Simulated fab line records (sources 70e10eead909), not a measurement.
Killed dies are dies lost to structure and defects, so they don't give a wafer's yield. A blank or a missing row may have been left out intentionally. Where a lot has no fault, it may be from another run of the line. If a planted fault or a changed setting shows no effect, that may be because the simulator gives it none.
What tool caused it? -- flow nand_harc -- 7 lots, 21 wafers sampled, at 2 steps of a route of 1302

## WHAT THE GAUGES SHOWED, per wafer
NHARC_A_ONON_D1_THK_MEAS_21: measures by ellipsometry.
lot,measured,on,thk_nm (nm)
L835,day 8 17:55,film_metro-01,996 997 996
L838,day 9 13:16,film_metro-02,1006 1007 1007
L845,day 12 19:19,film_metro-01,984 984 983
L849,day 14 06:04,film_metro-02,994 620 994
L852,day 16 01:11,film_metro-02,999 997 997
L854,day 16 11:50,film_metro-02,991 994 993
L857,day 17 17:52,film_metro-01,993 992 993

## EACH LOT AND THE TOOL THAT RAN IT (in order: tool; ch and the chambers of the sampled wafers; start)
lot,NHARC_A_ONON_D1_DEP_19
L835,"pecvd_onon-03 ch 0, day 8 17:23"
L838,"pecvd_onon-03 ch 0, day 9 12:49"
L845,"pecvd_onon-03 ch 0, day 12 18:52"
L849,"pecvd_onon-02 ch 0, day 14 05:35"
L852,"pecvd_onon-04 ch 0, day 16 00:51"
L854,"pecvd_onon-04 ch 0, day 16 11:19"
L857,"pecvd_onon-02 ch 0, day 17 17:25"
- NHARC_A_ONON_D1_DEP_19: target thk 1000 nm.

## THE ANSWER, worked out from the rows above alone
Rule: what is usual is taken from the lots themselves. Put in order of their means at a reading, lots are off if they are a third of the lots or fewer, leave a main group of 4 or more, and stand apart from it by a gap of 3 or more times the standard deviation of the main group's means; of several such gaps the widest counts. Not used: any main group whose means are identical at the precision the tables above print for the reading. Also off: a lot with no number at a reading for which 4 or more lots have one. All remaining lots with rows at the step are treated as sound.
Off: L849, at NHARC_A_ONON_D1_THK_MEAS_21 (thk_nm). The main group: mean 995 nm, standard deviation 6.9.
If a tool, at a process step before that reading, ran all the lots that are off and no sound lot after the first of them, it fits. Those tools and the gauges at NHARC_A_ONON_D1_THK_MEAS_21 are tried in the same way. Of those tried, none fits.

## WHAT HAD BEEN PUT IN BY THE SIMULATOR
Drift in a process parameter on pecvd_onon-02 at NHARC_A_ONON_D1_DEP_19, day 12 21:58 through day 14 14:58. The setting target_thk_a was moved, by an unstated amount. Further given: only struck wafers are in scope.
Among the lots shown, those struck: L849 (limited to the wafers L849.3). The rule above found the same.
